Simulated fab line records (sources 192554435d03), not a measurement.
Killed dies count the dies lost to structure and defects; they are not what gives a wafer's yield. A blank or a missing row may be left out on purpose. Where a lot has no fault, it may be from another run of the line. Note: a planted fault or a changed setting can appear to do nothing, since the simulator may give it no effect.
Chamber matching    flow n5 finfet    N5_BEOL_M2_DEP_57 on pecvd-04 has 3 sister chambers
The step deposits SiCN from 3MS/NH3, target thk 8 nm, time 14 s. 20 wafers are shown with their chamber, then 10 later ones without.

WAFERS, EACH WITH ITS CHAMBER
wafer   chamber  throttle valve pct (%)  showerhead plenum p Torr (Torr)  chamber pressure Torr (Torr)
L074.1  2        8.4                     3.671                            3.001
L074.3  0        8.2                     3.668                            2.995
L074.5  0        8.4                     3.663                            2.992
L077.2  1        9.7                     3.656                            3.004
L077.3  0        8.4                     3.666                            2.995
L077.4  1        9.6                     3.649                            3.007
L079.2  1        9.8                     3.648                            3.007
L079.3  1        9.7                     3.653                            3.009
L079.5  1        9.6                     3.651                            2.998
L081.1  1        9.7                     3.647                            2.996
L081.4  2        8.5                     3.666                            2.996
L081.6  1        9.7                     3.651                            3.002
L082.1  2        8.7                     3.673                            3.005
L082.3  0        8.7                     3.657                            3.001
L082.6  0        8.5                     3.658                            3.004
L084.3  2        8.5                     3.688                            2.995
L084.4  0        8.6                     3.665                            3.006
L084.6  2        8.4                     3.681                            2.989
L086.1  0        8.5                     3.656                            3.002
L086.4  0        8.4                     3.669                            3.005

SIGNATURES (means of the wafers above)
reading                   chamber 0  chamber 1  chamber 2  scatter within a chamber
throttle valve pct        8.463      9.686      8.500      0.121
showerhead plenum p Torr  3.66275    3.65071    3.67580    0.00566
chamber pressure Torr     3.00000    3.00329    2.99720    0.00536
Rule: a wafer's distance from a chamber is the root of the sum, over the readings, of the square of ((its reading less the chamber's mean) divided by the reading's scatter). If the next closest chamber is less than 2 further off than the closest, the wafer can't be placed; otherwise it belongs to the closest. The scatter: take each reading less its chamber's mean, square it, sum over the shown wafers, divide by the number of wafers less the number of chambers, and take the root.

WAFERS WITHOUT THEIR CHAMBER
wafer   throttle valve pct (%)  showerhead plenum p Torr (Torr)  chamber pressure Torr (Torr)
L086.5  8.7                     3.672                            2.996
L088.3  8.5                     3.659                            2.994
L088.5  9.8                     3.651                            2.995
L088.6  8.5                     3.666                            3.000
L093.1  8.7                     3.677                            3.007
L093.3  8.5                     3.668                            2.996
L093.5  8.7                     3.667                            3.006
L096.3  8.7                     3.662                            3.001
L096.4  9.8                     3.659                            3.002
L096.5  8.8                     3.693                            2.994

CHAMBER TAKEN BY EACH
wafer   from the rows above      in truth
L086.5  can't be placed: 2 or 0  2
L088.3  can't be placed: 0 or 2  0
L088.5  1                        1
L088.6  can't be placed: 0 or 2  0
L093.1  can't be placed: 2 or 0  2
L093.3  can't be placed: 0 or 2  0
L093.5  can't be placed: 0 or 2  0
L096.3  can't be placed: 0 or 2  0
L096.4  1                        1
L096.5  2                        2
Placed correctly: 3 of 10. Can't be placed from these rows: 7 (the true chamber is among the candidates in 7). 0 placed wrongly.
